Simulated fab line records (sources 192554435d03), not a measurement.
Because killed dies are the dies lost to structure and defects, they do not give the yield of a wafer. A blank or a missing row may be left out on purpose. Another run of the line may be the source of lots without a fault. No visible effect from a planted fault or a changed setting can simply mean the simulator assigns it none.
One fault through the eyes of 2 desks    flow n5-finfet    numbers are kept per desk, each desk with only its own; the story behind them comes last

== DESK OF THE TOOL OWNER: rie-metal-02 ==
The tool's own readings at N5_GATE_CUT_ETCH_56 (etches TiN in Cl2/Ar, target depth 21.6 nm): means of the sampled wafers that have a number, for each lot that ran on this tool. Any lot whose mean is over 4 standard deviations away from the usual mean is out of limits and marked OUT; that distance is given in the brackets.
Columns: A = drypump-motor-current-A at N5_GATE_CUT_ETCH_56, usual 5.7 A; B = oes-product-au at N5_GATE_CUT_ETCH_56, usual 0.78 a.u.; C = rf-fwd-power-W at N5_GATE_CUT_ETCH_56, usual 596.1 W; D = throttle-valve-pct at N5_GATE_CUT_ETCH_56, usual 20.80 %
lot   first seen here  A    B     C                D
L604  day 5 03:50      6.1  0.75  597.8            20.91
L608  day 6 08:47      5.8  0.91  596.6            20.84
L612  day 7 03:26      5.9  0.83  596.0            20.86
L614  day 7 13:10      5.8  0.74  452.2 (-76) OUT  20.98
L615  day 7 22:29      5.8  0.76  452.5 (-76) OUT  20.98
This desk's finding: out of limits on L614, L615; first on L614, day 7 13:10 (rf-fwd-power-W at N5_GATE_CUT_ETCH_56). L604, L608, L612 stayed within limits.

== METROLOGY DESK ==
What the gauges read for every lot (on any tool): the sampled wafers with a number, averaged. Any lot whose mean is over 4 standard deviations away from the usual mean is out of limits and marked OUT; that distance is given in the brackets. Of its 10 readings 7 are shown: those that lie furthest out on some lot.
Columns: A = DIBL_N at N5_BEOL_M4_RC_MEAS_101, usual 36.0 mV/V; B = DIBL_P at N5_BEOL_M4_RC_MEAS_101, usual 36.0 mV/V; C = IOFF_N at N5_BEOL_M4_RC_MEAS_101, usual 0.155 nA/um; D = IOFF_P at N5_BEOL_M4_RC_MEAS_101, usual 0.20 nA/um; E = ION_N at N5_BEOL_M4_RC_MEAS_101, usual 672 uA/um; F = SS_N at N5_BEOL_M4_RC_MEAS_101, usual 71.5 mV/dec; G = SS_P at N5_BEOL_M4_RC_MEAS_101, usual 73.2 mV/dec
lot   first seen here  A     B     C      D     E    F     G
L602  day 8 17:25      35.1  34.1  0.118  0.18  664  71.1  73.0
L604  day 8 19:07      39.1  39.8  0.208  0.27  694  71.5  73.7
L603  day 8 19:13      35.5  35.3  0.158  0.22  667  71.8  72.7
L606  day 9 22:37      40.5  40.1  0.216  0.27  680  72.5  74.4
L607  day 10 05:05     36.8  35.1  0.156  0.18  678  71.1  73.1
L608  day 10 07:43     37.3  37.8  0.178  0.23  670  72.1  73.7
L612  day 10 21:57     36.0  35.2  0.151  0.20  671  71.7  72.8
L614  day 11 06:49     35.0  35.0  0.157  0.19  668  71.7  73.2
L615  day 11 16:44     34.0  33.3  0.133  0.20  666  70.6  73.2
L624  day 13 23:31     37.1  35.7  0.166  0.22  669  71.4  73.5
This desk found nothing out of limits on any of the 10 lots.

== ALL TOGETHER ==
At day 7 13:10, on L614, L615, the tool owner's desk was in a position to raise an alarm.
At the metrology desk, nothing out of limits was observed.
The metrology desk holds a record of L614, L615, inside its limits.
On rie-metal-02, each named lot ran N5_GATE_CUT_ETCH_56.

== WHAT HAD BEEN PUT IN BY THE SIMULATOR ==
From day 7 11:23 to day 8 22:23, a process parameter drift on rie-metal-02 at N5_GATE_CUT_ETCH_56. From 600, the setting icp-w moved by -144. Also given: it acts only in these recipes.
Shown lots that were struck: L614, L615.
Hours from the fault's start to each desk's first reading out of limits: the tool owner's desk, 2.
